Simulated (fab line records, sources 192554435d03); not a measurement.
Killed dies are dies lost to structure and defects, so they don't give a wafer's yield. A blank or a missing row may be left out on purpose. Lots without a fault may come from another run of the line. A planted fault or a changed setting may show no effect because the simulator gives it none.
Which tool did it? | flow n5_finfet | 22 lots, 66 wafers sampled, at 6 steps of a route of 1938

WHAT THE GAUGES READ, wafer by wafer
The record holds no reading of a measuring or inspecting step that can be judged against a usual standard deviation.

WHICH TOOL RAN EACH LOT (tool, then ch and the chambers of the sampled wafers, then the start)
lot  | N5_MOL_CONTACT_COAG_ETCH_110       | N5_MOL_CONTACT_COAG_SIL_ANNEAL_21 | N5_MOL_CONTACT_COAG_ETCH_48        | N5_BEOL_M0_SAQP_PECVD_04        | N5_BEOL_M0_SAQP_HM_OPEN_112        | N5_BEOL_M0_SAQP_SPACER1_ETCHBACK_99
L074 | rie_diel-04 ch 0,1,2, day 4 15:53  | rtp_anneal-02 ch 0, day 4 19:28   | rie_diel-05 ch 1,2, day 5 06:14    | pecvd-02 ch 1,2, day 5 11:27    | rie_diel-02 ch 0,3, day 5 12:39    | rie_diel-01 ch 1,2,3, day 5 13:56
L075 | rie_diel-04 ch 0,1,2, day 5 03:10  | rtp_anneal-01 ch 0, day 5 04:18   | rie_diel-06 ch 0,1, day 5 17:19    | pecvd-02 ch 1,2, day 6 00:43    | rie_diel-01 ch 0,1,3, day 6 01:48  | rie_diel-03 ch 0,1,3, day 6 03:22
L076 | rie_diel-05 ch 0,1,2, day 5 06:38  | rtp_anneal-02 ch 0, day 5 08:03   | rie_diel-04 ch 1,2,3, day 5 17:32  | pecvd-02 ch 0,1, day 6 02:02    | rie_diel-03 ch 0,1,2, day 6 03:00  | rie_diel-03 ch 1,2,3, day 6 04:26
L077 | rie_diel-04 ch 0,3, day 5 09:35    | rtp_anneal-01 ch 0, day 5 11:26   | rie_diel-06 ch 0,1,2, day 5 20:37  | pecvd-01 ch 0,1,2, day 6 05:29  | rie_diel-03 ch 1,2,3, day 6 06:21  | rie_diel-03 ch 0,1,2, day 6 07:34
L078 | rie_diel-04 ch 0,3, day 5 15:07    | rtp_anneal-01 ch 0, day 5 18:17   | rie_diel-04 ch 0,1,2, day 6 06:17  | pecvd-04 ch 1, day 6 12:17      | rie_diel-03 ch 2,3, day 6 13:21    | rie_diel-03 ch 0,2,3, day 6 14:32
L079 | rie_diel-04 ch 0,3, day 5 21:52    | rtp_anneal-01 ch 0, day 6 00:07   | rie_diel-06 ch 0,3, day 6 09:08    | pecvd-04 ch 1,2, day 6 14:17    | rie_diel-02 ch 0,1,2, day 6 15:10  | rie_diel-02 ch 2,3, day 6 16:29
L080 | rie_diel-05 ch 1,2,3, day 6 04:47  | rtp_anneal-01 ch 0, day 6 05:58   | rie_diel-06 ch 0,1,3, day 6 15:23  | pecvd-02 ch 1,2, day 6 20:40    | rie_diel-01 ch 1,2,3, day 6 21:28  | rie_diel-02 ch 0,1,2, day 6 22:52
L082 | rie_diel-04 ch 0,1,3, day 6 19:35  | rtp_anneal-01 ch 0, day 6 20:44   | rie_diel-04 ch 0,3, day 7 06:04    | pecvd-01 ch 0,1,2, day 7 11:07  | rie_diel-03 ch 0,3, day 7 11:59    | rie_diel-02 ch 0,1,3, day 7 13:22
L083 | rie_diel-04 ch 0,1,3, day 6 22:05  | rtp_anneal-01 ch 0, day 6 23:42   | rie_diel-04 ch 1,2, day 7 11:01    | pecvd-02 ch 0,1,2, day 7 16:29  | rie_diel-01 ch 1,2, day 7 17:19    | rie_diel-03 ch 0,1,2, day 7 18:48
L084 | rie_diel-06 ch 0,2, day 7 04:53    | rtp_anneal-02 ch 0, day 7 06:22   | rie_diel-04 ch 1,2, day 7 21:00    | pecvd-02 ch 0,2, day 8 04:02    | rie_diel-03 ch 0,2, day 8 05:06    | rie_diel-03 ch 0,1, day 8 06:16
L085 | rie_diel-05 ch 0,1,2, day 7 07:32  | rtp_anneal-01 ch 0, day 7 09:53   | rie_diel-05 ch 0,1, day 7 21:33    | pecvd-01 ch 1,2, day 8 06:09    | rie_diel-02 ch 1,2,3, day 8 06:53  | rie_diel-02 ch 1,2, day 8 08:10
L086 | rie_diel-05 ch 0,1,2, day 7 17:04  | rtp_anneal-02 ch 0, day 7 20:29   | rie_diel-06 ch 0,2,3, day 8 06:58  | pecvd-04 ch 0,1, day 8 12:20    | rie_diel-02 ch 0,3, day 8 13:20    | rie_diel-02 ch 0,1,3, day 8 14:51
L088 | rie_diel-06 ch 0,2,3, day 8 05:17  | rtp_anneal-01 ch 0, day 8 06:34   | rie_diel-04 ch 0,2,3, day 8 17:05  | pecvd-04 ch 0,1,2, day 8 23:35  | rie_diel-01 ch 1,2,3, day 9 00:19  | rie_diel-01 ch 0,1,2, day 9 01:37
L089 | rie_diel-04 ch 0,2, day 8 13:19    | rtp_anneal-02 ch 0, day 8 14:33   | rie_diel-05 ch 0,2, day 9 01:20    | pecvd-01 ch 0,1,2, day 9 06:55  | rie_diel-03 ch 0,2,3, day 9 07:46  | rie_diel-01 ch 1,2,3, day 9 08:56
L090 | rie_diel-04 ch 1,2,3, day 8 15:29  | rtp_anneal-01 ch 0, day 8 17:39   | rie_diel-05 ch 0,1,3, day 9 05:30  | pecvd-02 ch 0,1, day 9 10:56    | rie_diel-03 ch 0,1,3, day 9 12:45  | rie_diel-02 ch 1,3, day 9 14:07
L091 | rie_diel-04 ch 0,2,3, day 9 00:30  | rtp_anneal-01 ch 0, day 9 01:37   | rie_diel-06 ch 1,2,3, day 9 12:56  | pecvd-02 ch 0,2, day 9 22:31    | rie_diel-01 ch 1,2,3, day 9 23:26  | rie_diel-01 ch 1,2,3, day 10 00:38
L092 | rie_diel-04 ch 1,2,3, day 9 02:33  | rtp_anneal-02 ch 0, day 9 03:40   | rie_diel-06 ch 1,2,3, day 9 14:46  | pecvd-02 ch 0,2, day 9 23:05    | rie_diel-02 ch 1,3, day 10 00:03   | rie_diel-03 ch 0,2,3, day 10 01:14
L093 | rie_diel-04 ch 1,2, day 9 13:17    | rtp_anneal-02 ch 0, day 9 17:19   | rie_diel-06 ch 0,3, day 10 07:13   | pecvd-02 ch 0,1,2, day 10 13:01 | rie_diel-01 ch 0,1,3, day 10 13:47 | rie_diel-01 ch 0,3, day 10 15:03
L094 | rie_diel-04 ch 2,3, day 9 14:59    | rtp_anneal-01 ch 0, day 9 17:28   | rie_diel-05 ch 0,1,3, day 10 07:32 | pecvd-01 ch 0,2, day 10 16:55   | rie_diel-01 ch 0,2, day 10 17:40   | rie_diel-02 ch 1,3, day 10 20:16
L095 | rie_diel-06 ch 0,1,3, day 9 20:37  | rtp_anneal-01 ch 0, day 9 23:12   | rie_diel-06 ch 0,2,3, day 10 09:09 | pecvd-02 ch 1,2, day 10 16:55   | rie_diel-03 ch 0,1,2, day 10 17:52 | rie_diel-03 ch 0,1,2, day 10 20:43
L096 | rie_diel-06 ch 1,2,3, day 10 08:38 | rtp_anneal-02 ch 0, day 10 10:20  | rie_diel-04 ch 0,2,3, day 10 22:43 | pecvd-04 ch 0,1,2, day 11 05:29 | rie_diel-03 ch 0,1,2, day 11 06:13 | rie_diel-01 ch 0,3, day 11 07:22
L097 | rie_diel-05 ch 0,1, day 10 11:29   | rtp_anneal-02 ch 0, day 10 13:21  | rie_diel-05 ch 0,2, day 11 01:50   | pecvd-02 ch 0,1, day 11 06:34   | rie_diel-03 ch 0,1,2, day 11 07:26 | rie_diel-03 ch 0,2, day 11 09:50
- N5_MOL_CONTACT_COAG_ETCH_110: etches Si in CF4/O2, target depth 2.5 nm, time 8 s.
- N5_MOL_CONTACT_COAG_SIL_ANNEAL_21: time 60 s.
- N5_MOL_CONTACT_COAG_ETCH_48: etches SiOC in C4F6/O2, target depth 15 nm, overetch 4.5 nm, time 17 s.
- N5_BEOL_M0_SAQP_PECVD_04: deposits a-Si from SiH4/He, target thk 60 nm, time 60.2 s.
- N5_BEOL_M0_SAQP_HM_OPEN_112: chemistry CHF3/O2, target SiO2, stops on a-Si, target depth 12 nm, time 13.5 s.
- N5_BEOL_M0_SAQP_SPACER1_ETCHBACK_99: etches SiO2 in CHF3/O2, target depth 15.4 nm, time 7.7 s.

WHAT THE TOOLS THEMSELVES READ (means of the sampled wafers that have a number; where no wafer has one, the mark that the record gives instead)
N5_MOL_CONTACT_COAG_ETCH_110. Usual: drypump_motor_current_A 5.7 A, standard deviation 0.37; oes_product_au 0.78 a.u., standard deviation 0.094; rf_vpp_V 128 V, standard deviation 6.2; showerhead_plenum_p_Torr 2.26 Torr, standard deviation 0.057; throttle_valve_pct 10.8 %, standard deviation 0.31.
lot  | tool        | drypump_motor_current_A (A) | oes_product_au (a.u.) | rf_vpp_V (V) | showerhead_plenum_p_Torr (Torr) | throttle_valve_pct (%) | flag
L074 | rie_diel-04 | 5.5                         | 0.76                  | 131          | 2.31                            | 10.9                   |
L075 | rie_diel-04 | 5.5                         | 0.75                  | 131          | 2.31                            | 10.9                   |
L076 | rie_diel-05 | 5.7                         | 0.80                  | 132          | 2.27                            | 10.7                   |
L077 | rie_diel-04 | 5.4                         | 0.73                  | 122          | 2.24                            | 11.1                   |
L078 | rie_diel-04 | 5.3                         | 0.72                  | 128          | 2.26                            | 11.1                   |
L079 | rie_diel-04 | 5.3                         | 0.72                  | 123          | 2.24                            | 11.1                   |
L080 | rie_diel-05 | 6.0                         | 0.81                  | 129          | 2.27                            | 10.7                   |
L082 | rie_diel-04 | 5.3                         | 0.72                  | 125          | 2.26                            | 11.1                   |
L083 | rie_diel-04 | 5.4                         | 0.72                  | 125          | 2.26                            | 11.1                   |
L084 | rie_diel-06 | 5.7                         | 0.79                  | 127          | 2.18                            | 10.8                   |
L085 | rie_diel-05 | 5.7                         | 0.87                  | 129          | 2.26                            | 10.5                   |
L086 | rie_diel-05 | 5.7                         | 0.87                  | 130          | 2.26                            | 10.5                   |
L088 | rie_diel-06 | 5.8                         | 0.84                  | 127          | 2.22                            | 10.5                   |
L089 | rie_diel-04 | 5.7                         | 0.77                  | 134          | 2.31                            | 10.9                   |
L090 | rie_diel-04 | 5.5                         | 0.75                  | 125          | 2.27                            | 11.0                   |
L091 | rie_diel-04 | 5.5                         | 0.74                  | 127          | 2.27                            | 11.1                   |
L092 | rie_diel-04 | 5.5                         | 0.75                  | 125          | 2.27                            | 11.0                   |
L093 | rie_diel-04 | 5.5                         | 0.73                  | 129          | 2.30                            | 10.9                   |
L094 | rie_diel-04 | 5.7                         | 0.78                  | 128          | 2.29                            | 10.9                   |
L095 | rie_diel-06 | 5.8                         | 0.84                  | 127          | 2.23                            | 10.6                   |
L096 | rie_diel-06 | 6.2                         | 0.91                  | 131          | 2.27                            | 10.4                   |
L097 | rie_diel-05 | 5.9                         | 0.86                  | 128          | 2.24                            | 10.4                   |

N5_MOL_CONTACT_COAG_SIL_ANNEAL_21. Usual: lamp_power_pct 6.1 %, standard deviation 0.46; wafer_temp_C_max 552.9, standard deviation 0.63.
lot  | tool          | lamp_power_pct (%) | wafer_temp_C_max | flag
L074 | rtp_anneal-02 | 6.6                | 552.2            |
L075 | rtp_anneal-01 | 5.7                | 552.7            |
L076 | rtp_anneal-02 | 6.6                | 552.2            |
L077 | rtp_anneal-01 | 5.7                | 553.1            |
L078 | rtp_anneal-01 | 5.7                | 552.6            |
L079 | rtp_anneal-01 | 5.7                | 553.1            |
L080 | rtp_anneal-01 | 5.7                | 553.0            |
L082 | rtp_anneal-01 | 5.7                | 554.0            |
L083 | rtp_anneal-01 | 5.7                | 553.2            |
L084 | rtp_anneal-02 | 6.6                | 552.6            |
L085 | rtp_anneal-01 | 5.7                | 553.5            |
L086 | rtp_anneal-02 | 6.6                | 552.8            |
L088 | rtp_anneal-01 | 5.7                | 553.4            |
L089 | rtp_anneal-02 | 6.6                | 552.7            |
L090 | rtp_anneal-01 | 5.7                | 552.7            |
L091 | rtp_anneal-01 | 5.7                | 553.9            |
L092 | rtp_anneal-02 | 6.6                | 552.4            |
L093 | rtp_anneal-02 | 6.6                | 552.7            |
L094 | rtp_anneal-01 | 5.7                | 553.3            |
L095 | rtp_anneal-01 | 5.7                | 553.1            |
L096 | rtp_anneal-02 | 6.6                | 552.8            |
L097 | rtp_anneal-02 | 6.6                | 552.6            |

N5_MOL_CONTACT_COAG_ETCH_48. Usual: drypump_motor_current_A 5.8 A, standard deviation 0.43; oes_product_au 0.67 a.u., standard deviation 0.096; rf_vpp_V 1599 V, standard deviation 59; showerhead_plenum_p_Torr 2.87 Torr, standard deviation 0.07; throttle_valve_pct 40.6 %, standard deviation 0.37.
lot  | tool        | drypump_motor_current_A (A) | oes_product_au (a.u.) | rf_vpp_V (V) | showerhead_plenum_p_Torr (Torr) | throttle_valve_pct (%) | flag
L074 | rie_diel-05 | 6.0                         | 0.75                  | 1607         | 2.93                            | 40.5                   |
L075 | rie_diel-06 | 6.1                         | 0.60                  | 1611         | 2.87                            | 40.7                   |
L076 | rie_diel-04 | 5.5                         | 0.68                  | 1562         | 2.90                            | 40.4                   |
L077 | rie_diel-06 | 6.1                         | 0.61                  | 1619         | 2.86                            | 40.6                   |
L078 | rie_diel-04 | 5.5                         | 0.61                  | 1627         | 2.94                            | 40.6                   |
L079 | rie_diel-06 | 5.5                         | 0.69                  | 1540         | 2.80                            | 40.8                   |
L080 | rie_diel-06 | 5.8                         | 0.69                  | 1580         | 2.86                            | 40.6                   |
L082 | rie_diel-04 | 5.3                         | 0.60                  | 1528         | 2.84                            | 40.8                   |
L083 | rie_diel-04 | 5.7                         | 0.64                  | 1624         | 2.94                            | 40.3                   |
L084 | rie_diel-04 | 5.5                         | 0.66                  | 1596         | 2.92                            | 40.2                   |
L085 | rie_diel-05 | 5.9                         | 0.77                  | 1598         | 2.86                            | 40.8                   |
L086 | rie_diel-06 | 5.8                         | 0.71                  | 1587         | 2.83                            | 40.5                   |
L088 | rie_diel-04 | 5.5                         | 0.62                  | 1591         | 2.90                            | 40.8                   |
L089 | rie_diel-05 | 5.6                         | 0.67                  | 1634         | 2.89                            | 40.5                   |
L090 | rie_diel-05 | 5.8                         | 0.71                  | 1600         | 2.82                            | 40.7                   |
L091 | rie_diel-06 | 6.2                         | 0.82                  | 1626         | 2.89                            | 40.4                   |
L092 | rie_diel-06 | 6.2                         | 0.79                  | 1626         | 2.89                            | 40.4                   |
L093 | rie_diel-06 | 5.4                         | 0.61                  | 1537         | 2.78                            | 40.8                   |
L094 | rie_diel-05 | 5.9                         | 0.70                  | 1599         | 2.82                            | 40.7                   |
L095 | rie_diel-06 | 5.8                         | 0.75                  | 1587         | 2.83                            | 40.6                   |
L096 | rie_diel-04 | 5.5                         | 0.66                  | 1589         | 2.89                            | 40.4                   |
L097 | rie_diel-05 | 5.5                         | 0.68                  | 1625         | 2.83                            | 40.9                   |

N5_BEOL_M0_SAQP_PECVD_04. Usual: heater_power_w 654 W, standard deviation 59; showerhead_plenum_p_Torr 5.705 Torr, standard deviation 0.028; showerhead_vpp_V 625 V, standard deviation 24; throttle_valve_pct 17.9 %, standard deviation 0.52.
lot  | tool     | heater_power_w (W) | showerhead_plenum_p_Torr (Torr) | showerhead_vpp_V (V) | throttle_valve_pct (%) | flag
L074 | pecvd-02 | 707                | 5.723                           | 635                  | 17.6                   |
L075 | pecvd-02 | 660                | 5.706                           | 637                  | 17.6                   |
L076 | pecvd-02 | 705                | 5.719                           | 631                  | 17.8                   |
L077 | pecvd-01 | 649                | 5.727                           | 584                  | 17.3                   |
L078 | pecvd-04 | 571                | 5.704                           | 629                  | 19.1                   |
L079 | pecvd-04 | 586                | 5.711                           | 625                  | 18.6                   |
L080 | pecvd-02 | 648                | 5.707                           | 637                  | 17.8                   |
L082 | pecvd-01 | 650                | 5.728                           | 595                  | 17.6                   |
L083 | pecvd-02 | 659                | 5.706                           | 638                  | 18.0                   |
L084 | pecvd-02 | 636                | 5.694                           | 642                  | 17.8                   |
L085 | pecvd-01 | 691                | 5.730                           | 614                  | 17.4                   |
L086 | pecvd-04 | 693                | 5.693                           | 625                  | 18.4                   |
L088 | pecvd-04 | 635                | 5.704                           | 620                  | 18.3                   |
L089 | pecvd-01 | 680                | 5.723                           | 587                  | 17.3                   |
L090 | pecvd-02 | 682                | 5.711                           | 641                  | 18.0                   |
L091 | pecvd-02 | 654                | 5.677                           | 647                  | 18.2                   |
L092 | pecvd-02 | 640                | 5.692                           | 639                  | 18.1                   |
L093 | pecvd-02 | 680                | 5.698                           | 641                  | 17.9                   |
L094 | pecvd-01 | 656                | 5.708                           | 577                  | 17.6                   |
L095 | pecvd-02 | 657                | 5.705                           | 644                  | 17.8                   |
L096 | pecvd-04 | 611                | 5.698                           | 619                  | 18.3                   |
L097 | pecvd-02 | 685                | 5.685                           | 643                  | 18.1                   |

N5_BEOL_M0_SAQP_HM_OPEN_112. Usual: drypump_motor_current_A 6.0 A, standard deviation 0.41; oes_product_au 0.51 a.u., standard deviation 0.057; rf_vpp_V 526 V, standard deviation 16; showerhead_plenum_p_Torr 2.39 Torr, standard deviation 0.062; throttle_valve_pct 18.79 %, standard deviation 0.22.
lot  | tool        | drypump_motor_current_A (A) | oes_product_au (a.u.) | rf_vpp_V (V) | showerhead_plenum_p_Torr (Torr) | throttle_valve_pct (%) | flag
L074 | rie_diel-02 | 6.4                         | 0.56                  | 528          | 2.41                            | 18.42                  |
L075 | rie_diel-01 | 6.0                         | 0.51                  | 523          | 2.41                            | 18.90                  |
L076 | rie_diel-03 | 5.9                         | 0.49                  | 537          | 2.38                            | 18.77                  |
L077 | rie_diel-03 | 6.3                         | 0.47                  | 521          | 2.40                            | 18.80                  |
L078 | rie_diel-03 | 6.4                         | 0.47                  | 502          | 2.43                            | 18.72                  |
L079 | rie_diel-02 | 6.0                         | 0.51                  | 517          | 2.35                            | 18.95                  |
L080 | rie_diel-01 | 6.0                         | 0.52                  | 528          | 2.42                            | 18.90                  |
L082 | rie_diel-03 | 5.7                         | 0.51                  | 518          | 2.43                            | 18.70                  |
L083 | rie_diel-01 | 6.0                         | 0.52                  | 532          | 2.45                            | 18.93                  |
L084 | rie_diel-03 | 6.1                         | 0.49                  | 535          | 2.37                            | 18.69                  |
L085 | rie_diel-02 | 5.8                         | 0.47                  | 532          | 2.29                            | 19.02                  |
L086 | rie_diel-02 | 6.4                         | 0.54                  | 528          | 2.40                            | 18.46                  |
L088 | rie_diel-01 | 6.0                         | 0.50                  | 527          | 2.41                            | 18.92                  |
L089 | rie_diel-03 | 6.1                         | 0.48                  | 519          | 2.41                            | 18.73                  |
L090 | rie_diel-03 | 5.9                         | 0.53                  | 521          | 2.41                            | 18.71                  |
L091 | rie_diel-01 | 6.0                         | 0.50                  | 528          | 2.41                            | 18.93                  |
L092 | rie_diel-02 | 5.8                         | 0.48                  | 525          | 2.31                            | 19.07                  |
L093 | rie_diel-01 | 6.1                         | 0.55                  | 523          | 2.40                            | 18.80                  |
L094 | rie_diel-01 | 6.1                         | 0.54                  | 524          | 2.48                            | 18.76                  |
L095 | rie_diel-03 | 5.8                         | 0.52                  | 536          | 2.37                            | 18.69                  |
L096 | rie_diel-03 | 5.9                         | 0.52                  | 536          | 2.37                            | 18.69                  |
L097 | rie_diel-03 | 5.9                         | 0.52                  | 536          | 2.37                            | 18.70                  |

N5_BEOL_M0_SAQP_SPACER1_ETCHBACK_99. Usual: drypump_motor_current_A 6.0 A, standard deviation 0.39; oes_product_au 0.78 a.u., standard deviation 0.093; rf_vpp_V 527 V, standard deviation 16; showerhead_plenum_p_Torr 2.38 Torr, standard deviation 0.067; throttle_valve_pct 18.86 %, standard deviation 0.25.
lot  | tool        | drypump_motor_current_A (A) | oes_product_au (a.u.) | rf_vpp_V (V) | showerhead_plenum_p_Torr (Torr) | throttle_valve_pct (%) | flag
L074 | rie_diel-01 | 6.0                         | 0.80                  | 529          | 2.42                            | 18.95                  |
L075 | rie_diel-03 | 5.8                         | 0.73                  | 520          | 2.42                            | 18.86                  |
L076 | rie_diel-03 | 6.3                         | 0.71                  | 521          | 2.40                            | 18.85                  |
L077 | rie_diel-03 | 5.9                         | 0.74                  | 537          | 2.38                            | 18.84                  |
L078 | rie_diel-03 | 6.0                         | 0.75                  | 519          | 2.41                            | 18.76                  |
L079 | rie_diel-02 | 5.7                         | 0.71                  | 538          | 2.28                            | 19.04                  |
L080 | rie_diel-02 | 6.0                         | 0.77                  | 517          | 2.35                            | 19.02                  |
L082 | rie_diel-02 | 6.1                         | 0.80                  | 525          | 2.36                            | 18.81                  |
L083 | rie_diel-03 | 5.8                         | 0.84                  | 536          | 2.38                            | 18.72                  |
L084 | rie_diel-03 | 5.7                         | 0.91                  | 539          | 2.38                            | 18.70                  |
L085 | rie_diel-02 | 5.7                         | 0.72                  | 517          | 2.30                            | 19.33                  |
L086 | rie_diel-02 | 6.0                         | 0.79                  | 525          | 2.35                            | 18.82                  |
L088 | rie_diel-01 | 6.1                         | 0.85                  | 526          | 2.44                            | 18.88                  |
L089 | rie_diel-01 | 6.0                         | 0.77                  | 528          | 2.41                            | 18.99                  |
L090 | rie_diel-02 | 5.8                         | 0.73                  | 526          | 2.31                            | 19.13                  |
L091 | rie_diel-01 | 6.0                         | 0.77                  | 527          | 2.41                            | 19.00                  |
L092 | rie_diel-03 | 6.1                         | 0.73                  | 518          | 2.41                            | 18.80                  |
L093 | rie_diel-01 | 6.1                         | 0.84                  | 520          | 2.44                            | 18.79                  |
L094 | rie_diel-02 | 5.8                         | 0.72                  | 540          | 2.29                            | 18.90                  |
L095 | rie_diel-03 | 5.9                         | 0.80                  | 536          | 2.37                            | 18.76                  |
L096 | rie_diel-01 | 6.1                         | 0.83                  | 521          | 2.44                            | 18.81                  |
L097 | rie_diel-03 | 5.7                         | 0.76                  | 534          | 2.38                            | 18.78                  |

THE ANSWER, worked out from the rows above alone
Rule: a lot is off if the mean of its wafers that have a number lies more than 3 standard deviations from the usual mean. A lot without any number at a reading at which 4 lots or more have one is off too. The other lots that the step has rows for count as sound. The gauges are gone through in route order, then the tools' own readings, and for those a lot's mean is taken as printed above. The first step at which some lot is off is used, and at that step the reading that is off furthest; a lot without a number counts as furthest.
No lot is off at any reading shown: from this, nothing can be told.

WHAT THE SIMULATOR HAD PUT IN
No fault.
